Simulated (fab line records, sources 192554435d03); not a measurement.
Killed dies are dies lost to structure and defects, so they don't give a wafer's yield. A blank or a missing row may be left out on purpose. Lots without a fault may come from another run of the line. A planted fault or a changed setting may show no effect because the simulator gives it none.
Which tool did it? | flow n5_finfet | 24 lots, 72 wafers sampled, at 2 steps of a route of 1938

WHAT THE GAUGES READ, wafer by wafer
N5_HKMG_FIN_INSPECT_61: inspects for defects (macro).
lot  | measured    | on                | raw_defect_count
L074 | day 4 02:40 | defect_inspect-01 | 1 0 3
L075 | day 4 13:01 | defect_inspect-01 | 4 4 3
L076 | day 4 19:33 | defect_inspect-01 | 3 1 1
L078 | day 4 23:50 | defect_inspect-02 | 1 3 2
L077 | day 5 04:59 | defect_inspect-02 | 4 3 2
L079 | day 5 08:29 | defect_inspect-01 | 3 1 2
L080 | day 5 12:37 | defect_inspect-02 | 3 2 1
L081 | day 5 21:25 | defect_inspect-02 | 2 6 1
L082 | day 6 06:55 | defect_inspect-02 | 2 3 0
L083 | day 6 11:51 | defect_inspect-01 | 1 3 2
L084 | day 6 23:55 | defect_inspect-02 | 2 1 5
L085 | day 7 05:05 | defect_inspect-02 | 2 2 4
L086 | day 7 08:49 | defect_inspect-02 | 3 2 0
L087 | day 7 11:53 | defect_inspect-02 | 1 2 1
L088 | day 7 18:04 | defect_inspect-02 | 2 5 3
L089 | day 7 22:26 | defect_inspect-01 | 3 2 2
L090 | day 8 02:13 | defect_inspect-01 | 2 3 2
L092 | day 8 09:57 | defect_inspect-01 | 1 2 0
L091 | day 8 13:44 | defect_inspect-02 | 1 2 4
L093 | day 8 22:16 | defect_inspect-02 | 1 3 2
L094 | day 9 05:12 | defect_inspect-01 | 4 3 3
L095 | day 9 05:22 | defect_inspect-01 | 1 2 2
L096 | day 9 15:35 | defect_inspect-02 | 4 0 5
L097 | day 9 20:58 | defect_inspect-02 | 0 1 3

N5_HKMG_FIN_INSPECT_14: inspects for defects (macro).
lot  | measured     | on                | raw_defect_count
L074 | day 4 06:22  | defect_inspect-01 | 2 2 2
L075 | day 4 16:26  | defect_inspect-02 | 1 4 3
L076 | day 4 22:47  | defect_inspect-02 | 4 2 1
L078 | day 5 03:31  | defect_inspect-01 | 2 1 6
L077 | day 5 08:14  | defect_inspect-01 | 1 2 2
L079 | day 5 12:12  | defect_inspect-01 | 3 0 2
L080 | day 5 16:13  | defect_inspect-02 | 1 1 0
L081 | day 6 00:50  | defect_inspect-01 | 5 3 5
L082 | day 6 10:10  | defect_inspect-01 | 1 2 0
L083 | day 6 15:09  | defect_inspect-01 | 6 1 5
L084 | day 7 03:10  | defect_inspect-01 | 3 1 1
L085 | day 7 09:13  | defect_inspect-02 | 0 2 1
L086 | day 7 12:11  | defect_inspect-01 | 1 1 2
L087 | day 7 15:30  | defect_inspect-01 | 1 3 0
L088 | day 7 21:29  | defect_inspect-02 | 2 3 0
L089 | day 8 01:43  | defect_inspect-01 | 1 0 2
L090 | day 8 05:50  | defect_inspect-02 | 2 2 1
L092 | day 8 13:19  | defect_inspect-02 | 4 2 1
L091 | day 8 17:16  | defect_inspect-02 | 1 0 2
L093 | day 9 01:35  | defect_inspect-02 | 0 4 1
L094 | day 9 08:40  | defect_inspect-02 | 2 6 4
L095 | day 9 09:07  | defect_inspect-02 | 3 1 1
L096 | day 9 18:49  | defect_inspect-01 | 4 3 2
L097 | day 10 00:19 | defect_inspect-02 | 3 0 1

WHICH TOOL RAN EACH LOT (tool, then ch and the chambers of the sampled wafers, then the start)
The record holds no process step before these readings.

WHAT THE TOOLS THEMSELVES READ (means of the sampled wafers that have a number; where no wafer has one, the mark that the record gives instead)
The record holds no such reading with a usual standard deviation.

THE ANSWER, worked out from the rows above alone
Rule: what is usual is taken from the lots themselves. Put in order of their means at a reading, lots are off if they are a third of the lots or fewer, leave a main group of 4 or more, and stand apart from it by a gap of 3 or more times the standard deviation of the main group's means; of several such gaps the widest counts. A main group whose means are all the same, to the digits that the tables above print for the reading, isn't used. A lot without any number at a reading at which 4 lots or more have one is off too. The other lots that the step has rows for count as sound. The gauges are gone through in route order, then the tools' own readings, and for those a lot's mean is taken as printed above. The first step at which some lot is off is used, and at that step the reading that is off furthest; a lot without a number counts as furthest.
No lot is off at any reading shown: from this, nothing can be told.

WHAT THE SIMULATOR HAD PUT IN
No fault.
